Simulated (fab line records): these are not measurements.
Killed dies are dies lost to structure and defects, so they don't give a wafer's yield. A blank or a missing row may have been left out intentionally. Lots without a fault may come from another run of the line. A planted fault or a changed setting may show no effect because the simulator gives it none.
Chamber matching || flow n5Finfet || N5_HKMG_FIN_ALD_91 on aldMetal-04 has 4 sister chambers
The step deposits TiN, target thk 1 nm, pulse time 1 s, purge time 3 s. 4 wafers are shown with their chamber, then 11 later ones without.

WAFERS PAIRED WITH THEIR CHAMBERS
{"wafer": "L079.1", "chamber": 1, "heaterPowerOuterW (W)": 575}
{"wafer": "L081.6", "chamber": 2, "heaterPowerOuterW (W)": 637}
{"wafer": "L084.1", "chamber": 3, "heaterPowerOuterW (W)": 493}
{"wafer": "L088.1", "chamber": 0, "heaterPowerOuterW (W)": 538}

WAFERS WITH NO CHAMBER GIVEN
{"wafer": "L088.3", "heaterPowerOuterW (W)": 579}
{"wafer": "L088.4", "heaterPowerOuterW (W)": 636}
{"wafer": "L089.1", "heaterPowerOuterW (W)": 499}
{"wafer": "L089.3", "heaterPowerOuterW (W)": 570}
{"wafer": "L089.6", "heaterPowerOuterW (W)": 628}
{"wafer": "L093.1", "heaterPowerOuterW (W)": 496}
{"wafer": "L093.2", "heaterPowerOuterW (W)": 531}
{"wafer": "L093.4", "heaterPowerOuterW (W)": 490}
{"wafer": "L097.3", "heaterPowerOuterW (W)": 541}
{"wafer": "L097.4", "heaterPowerOuterW (W)": 520}
{"wafer": "L097.5", "heaterPowerOuterW (W)": 501}

EACH ONE'S CHAMBER
{"wafer": "L088.3", "from the rows above": 1, "in truth": 1}
{"wafer": "L088.4", "from the rows above": 2, "in truth": 2}
{"wafer": "L089.1", "from the rows above": 3, "in truth": 3}
{"wafer": "L089.3", "from the rows above": 1, "in truth": 1}
{"wafer": "L089.6", "from the rows above": 2, "in truth": 2}
{"wafer": "L093.1", "from the rows above": 3, "in truth": 3}
{"wafer": "L093.2", "from the rows above": 0, "in truth": 0}
{"wafer": "L093.4", "from the rows above": 3, "in truth": 3}
{"wafer": "L097.3", "from the rows above": 0, "in truth": 0}
{"wafer": "L097.4", "from the rows above": "can't be placed: 0 or 3", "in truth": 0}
{"wafer": "L097.5", "from the rows above": 3, "in truth": 3}
10 of 11 placed correctly. Not placeable from these rows: 1 (in 1, the candidates include the true chamber). Wrongly placed: 0.
How it was worked out, from the rows above alone: a wafer's distance from a chamber is the root of the sum, over the readings, of the square of ((its reading less the chamber's mean) divided by the reading's scatter). The wafer belongs to the nearest chamber; if the next one is less than 2 further off, it can't be placed. For every chamber, the mean is computed from those of its wafers that are shown. The scatter: with one shown wafer a chamber, the root of the mean of the squares of how far each hidden wafer lies from its nearest shown one.
